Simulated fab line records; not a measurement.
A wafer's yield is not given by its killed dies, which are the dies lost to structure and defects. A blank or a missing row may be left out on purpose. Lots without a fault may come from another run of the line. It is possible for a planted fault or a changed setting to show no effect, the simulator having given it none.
Which tool was responsible?	flow nand harc	7 lots with 21 wafers sampled at 4 steps, on a route of 1302 steps

WHAT THE GAUGES READ, wafer by wafer
NHARC_A_WL_FILL_INSPECT_15.
lot	measured	on	raw defect count
L884	day 22 00:55	defect inspect-02	580 402 430
L887	day 23 18:39	defect inspect-02	353 389 416
L888	day 23 07:45	defect inspect-01	317 448 280
L898	day 27 00:28	defect inspect-02	388 399 381
L901	day 28 19:19	defect inspect-02	431 465 630
L903	day 29 08:40	defect inspect-01	568 438 493
L905	day 29 19:41	defect inspect-02	790 560 471

WHAT TOOL EACH LOT RAN ON (gives the tool, then ch and the chambers of the sampled wafers, and finally the start)
lot	NHARC_A_WL_FILL_STRIP_27	NHARC_A_WL_FILL_CVD_23	NHARC_A_WL_FILL_ALD_19
L884	plasma asher-02 ch 0,1, day 20 22:18	lpcvd poly-02 ch 0, day 21 21:11	ald metal-01 ch 0,1, day 22 00:04
L887	plasma asher-02 ch 0,1, day 21 11:18	lpcvd poly-03 ch 0, day 23 14:56	ald metal-03 ch 2,3, day 23 17:46
L888	plasma asher-01 ch 0,1, day 22 09:35	lpcvd poly-02 ch 0, day 23 04:01	ald metal-02 ch 0,2,3, day 23 06:56
L898	plasma asher-01 ch 0,1, day 26 08:24	lpcvd poly-02 ch 0, day 26 20:47	ald metal-03 ch 1,2, day 26 23:37
L901	plasma asher-02 ch 0,1, day 28 02:48	lpcvd poly-04 ch 0, day 28 15:33	ald metal-03 ch 0,2,3, day 28 18:26
L903	plasma asher-01 ch 0,1, day 28 14:20	lpcvd poly-04 ch 0, day 29 04:59	ald metal-02 ch 1,2,3, day 29 07:52
L905	plasma asher-01 ch 0,1, day 29 01:57	lpcvd poly-03 ch 0, day 29 16:01	ald metal-01 ch 1,2,3, day 29 18:51
- NHARC_A_WL_FILL_STRIP_27: strips in N2/H2, time 20 s.
- NHARC_A_WL_FILL_CVD_23: deposits poly-Si, target thk 40 nm, time 800 s.
- NHARC_A_WL_FILL_ALD_19: deposits TiN, target thk 2 nm, pulse time 3 s, ald cycles 100.

THE ANSWER, worked out from the rows above alone
Rule: the lots themselves supply what counts as usual. The widest of any qualifying gaps counts: lots, ordered by their means at a reading, are off when they make up no more than a third of the lots, leave a main group of 4 or more, and stand apart from it by 3 or more times the standard deviation of that group's means. A main group whose means are all the same, to the digits that the tables above print for the reading, isn't used. Also off: a lot with no number at a reading for which 4 or more lots have one. The other lots that the step has rows for count as sound.
Nothing can be told from this: no lot is off at any reading shown.

WHAT THE SIMULATOR HAD INSERTED
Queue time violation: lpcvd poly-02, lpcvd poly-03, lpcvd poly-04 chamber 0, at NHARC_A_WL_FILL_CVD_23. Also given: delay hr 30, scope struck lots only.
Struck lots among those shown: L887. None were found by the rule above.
